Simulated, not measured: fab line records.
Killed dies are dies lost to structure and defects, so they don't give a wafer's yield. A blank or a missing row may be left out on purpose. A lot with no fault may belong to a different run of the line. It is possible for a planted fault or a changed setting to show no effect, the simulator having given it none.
Split-lot study ; flow n5-finfet ; 7 lots, 21 wafers read, on a route of 1938 steps

== SPLIT DETAILS ==
At N5_MOL_CONTACT_COAG_ALD_133 (deposits SiO2, target thk 5 nm, pulse time 1 s, co reactant pulse time 1 s), the setting ald-cycles was moved away from the recipe's 35 on 11 of the 21 wafers read, by -14.3% to +17.1%. The other wafers ran this setting at the recipe's value.

Reading taken at the split's own step.

== THE READING ==
SiO2_of_MOL_CONTACT_COAG_ALD_133.thk-nm (the simulator's own value, which no gauge read), in nm, at N5_MOL_CONTACT_COAG_ALD_133 (deposits SiO2, target thk 5 nm, pulse time 1 s, co reactant pulse time 1 s). The file gives no usual value for it.

wafer;tool, chamber at the split;ald-cycles as run;against the recipe;SiO2_of_MOL_CONTACT_COAG_ALD_133.thk-nm, nm;against lot-mates on the recipe
L074.1;ald-sin-01, 1,3;35;recipe;5;-
L074.2;ald-sin-01, 1,3;35;recipe;5;-
L074.3;ald-sin-01, 2;39;+11.4%;5.6;+0.6
L076.1;ald-sin-01, 2;35;recipe;5;-
L076.5;ald-sin-01, 2,3;41;+17.1%;5.8;+0.8
L076.6;ald-sin-01, 2,3;41;+17.1%;5.8;+0.8
L080.2;ald-sin-02, 3;30;-14.3%;4.2;-0.8
L080.5;ald-sin-02, 3;30;-14.3%;4.2;-0.8
L080.4;ald-sin-02, 1;35;recipe;5;-
L089.2;ald-sin-03, 1,0,1;35;recipe;5;-
L089.4;ald-sin-03, 1,0,1;35;recipe;5;-
L089.6;ald-sin-03, 1,0,1;35;recipe;5;-
L090.2;ald-sin-01, 0,1;30;-14.3%;4.2;-0.8
L090.4;ald-sin-01, 0,1;30;-14.3%;4.2;-0.8
L090.3;ald-sin-01, 3;35;recipe;5;-
L092.1;ald-sin-02, 1,0;37;+5.7%;5.2;+0.2
L092.2;ald-sin-02, 1,0;37;+5.7%;5.2;+0.2
L092.6;ald-sin-02, 2;35;recipe;5;-
L093.2;ald-sin-01, 2;35;recipe;5;-
L093.3;ald-sin-01, 3;30;-14.3%;4.2;-0.8
L093.6;ald-sin-01, 3;30;-14.3%;4.2;-0.8
If several chambers appear in one row, that row covers several wafers at once and the file leaves open which wafer was in which chamber.

THE FIT
A straight line over all 21 wafers: SiO2_of_MOL_CONTACT_COAG_ALD_133.thk-nm changes by +0.0519 nm for each +1% of ald-cycles; r = +1.00; the points scatter about the line by 0.04 nm.
The same after taking each lot's own level away (the mean of its wafers on the recipe; 21 wafers): +0.0519 nm for each +1%; r = +1.00; scatter 0.04 nm.
Per that fit: largest ald-cycles move, reading shift of 0.89 nm.
The lots' own levels span 5.00 to 5.00 nm.
Hence the lot-to-lot level has little effect on the slope; both slopes agree.
Check: +0.871 nm against its lot-mates is what the line predicts for one of the wafers moved furthest among these (+17.1%) when that wafer is left out of the fit. Against them it came out at +0.8 nm.

== FURTHER SPLITS ON THESE WAFERS ==
Other splits were also applied to these wafers ahead of the reading. Each is held against what the fit with the lots' levels taken away leaves over:
other split on the same wafers;wafers away from the commonest value;r with SiO2_of_MOL_CONTACT_COAG_ALD_133.thk-nm (lot level and that fit taken away)
N5_HKMG_FIN_ETCH_55 bias-w;5;-0.58
N5_GATE_CUT_EXPOSE_10 dose-mj;8;-0.31
N5_GATE_CUT_ALD_22 ald-cycles;4;+0.01
N5_MOL_CONTACT_COAG_COAT_34 spin-rpm;5;-0.18

== THE FILE'S OWN FIT ==
SiO2_of_MOL_CONTACT_COAG_ALD_133.thk-nm changes by +0.0524 nm for each +1% of ald-cycles, r = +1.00.
